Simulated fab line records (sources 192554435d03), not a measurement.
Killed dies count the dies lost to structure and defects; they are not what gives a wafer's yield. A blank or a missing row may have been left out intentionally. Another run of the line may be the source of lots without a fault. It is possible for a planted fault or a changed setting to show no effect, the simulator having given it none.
Comparing a struck lot with a sound one / flow n5-finfet / 19 out of 1938 route steps
Sound: these wafers, L548.1, L548.2, L548.4. Wafers struck: L551.2, L551.3, L551.5. At the end, the cause is stated.
For every step that has rows: the tool of each side, followed by ch and its chambers, followed by its first start. Under that, the readings that differ: sound wafers / struck wafers / difference of the means / sigmas: that difference in standard deviations of wafers without a fault.
alike: a reading whose means differ by less than 2 such deviations, as well as words and numbers matching on both sides. not compared: withheld readings; readings where some wafer has no value; bounds like >300 that might hide an equal value; numbers whose values overlap and for which the record gives no deviation.
The two part at a step that has a row with sigmas, a row that says differs or no value, or rows on one side only. Numbers that have no deviation but don't overlap get no sigmas and don't part them. A reading missing from all wafers of one side parts the sides only when that side holds two or more wafers.

first, 8 steps without rows for these wafers: N5_BEOL_M9_CMP_52 (polishes, stops on SiCOH lowk, t overpolish 7 s, target thk 140 nm); N5_BEOL_M9_PRE_CLEAN_55 (time 15 s); N5_BEOL_M9_DEP_56 (deposits SiCN from 3MS/NH3, target thk 15 nm, time 26.5 s); N5_BEOL_M10_ILD_DEP_00 (deposits SiCOH lowk from DEMS/porogen, target thk 308.51 nm, time 58 s); N5_BEOL_M10_CURE_71 (cures SiCOH lowk, time 240 s); N5_BEOL_M10_PECVD_70 (deposits SiO2 from TEOS/O2, target thk 20 nm, time 22.7 s); N5_BEOL_M10_HM_DEP_02 (deposits TiN, target thk 20 nm); N5_BEOL_M10_COAT_59 (time 60 s, resist thk 100 nm).
N5_BEOL_M10_COAT_60: time 60 s, resist thk 30 nm.
  sound on litho-track-02 ch 0, day 13 20:25; struck on litho-track-02 ch 0, day 14 00:19
reading=spin-speed-rpm (rpm); sound=1500.2 1498.8 1499.5; struck=1196.1 1196.6 1196.9; difference=-303.0; sigmas=-99 or more
reading=model.SiARC_of_BEOL_M10_COAT_60.thk-nm (nm); sound=30 30 30; struck=33.6 33.8 33.6; difference=+3.7; sigmas=
then, 7 steps without rows for these wafers: N5_BEOL_M10_COAT_05 (resist thk 90 nm); N5_BEOL_M10_EBR_07; N5_BEOL_M10_SOFTBAKE_06 (time 60 s); N5_BEOL_M10_EXPOSE_08 (exposes mask M10); N5_BEOL_M10_PEB_09 (peb time 60 s); N5_BEOL_M10_DEVELOP_10 (develop time 30 s); N5_BEOL_M10_DESCUM_16 (chemistry O2, time 7.9 s).
N5_BEOL_M10_ETCH_61: etches SiARC in CF4, target depth 39 nm, time 65 s.
  sound on rie-diel-04 ch 1,2,3, day 13 20:56; struck on rie-diel-04 ch 0,1,3, day 14 01:47
reading=etch-rf-on-time-s (s); sound=64.5 65.0 65.3; struck=71.8 74.0 73.7; difference=+8.2; sigmas=+11
reading=model.etch.depth-nm (nm); sound=30.03 29.93 30.09; struck=33.64 33.72 33.66; difference=+3.66; sigmas=
reading=model.CAR-ArF_of_BEOL_M10_COAT_05.thk-nm (nm); sound=55 55.2 55; struck=52 52 52.2; difference=-3; sigmas=
  alike: drypump-motor-current-A, oes-product-au, rf-vpp-V, showerhead-plenum-p-Torr, throttle-valve-pct
  not compared: rf-hours-counter-h
N5_BEOL_M10_ETCH_62: etches SOC in N2/H2, target depth 110 nm, overetch 22 nm, time 165 s.
  sound on rie-diel-04 ch 1,2,3, day 13 20:59; struck on rie-diel-04 ch 0,1,3, day 14 01:50
reading=model.SiARC_of_BEOL_M10_COAT_60.thk-nm (nm); sound=23.6 23.4 23.8; struck=27.2 27.2 27.4; difference=+3.7; sigmas=
  alike: drypump-motor-current-A, oes-product-au, rf-vpp-V, showerhead-plenum-p-Torr, throttle-valve-pct
  not compared: rf-hours-counter-h
then, 1 step without rows for these wafers: N5_BEOL_M10_STRIP_68 (strips in N2/H2).

== WHERE THEY PART ==
First at N5_BEOL_M10_COAT_60; last, within this record, at N5_BEOL_M10_ETCH_61. Later steps at which nothing parts them and some readings are alike: N5_BEOL_M10_ETCH_62.

WHY: what had been put in by the simulator
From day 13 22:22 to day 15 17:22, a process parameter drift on litho-track-02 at N5_BEOL_M10_COAT_60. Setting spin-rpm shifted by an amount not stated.
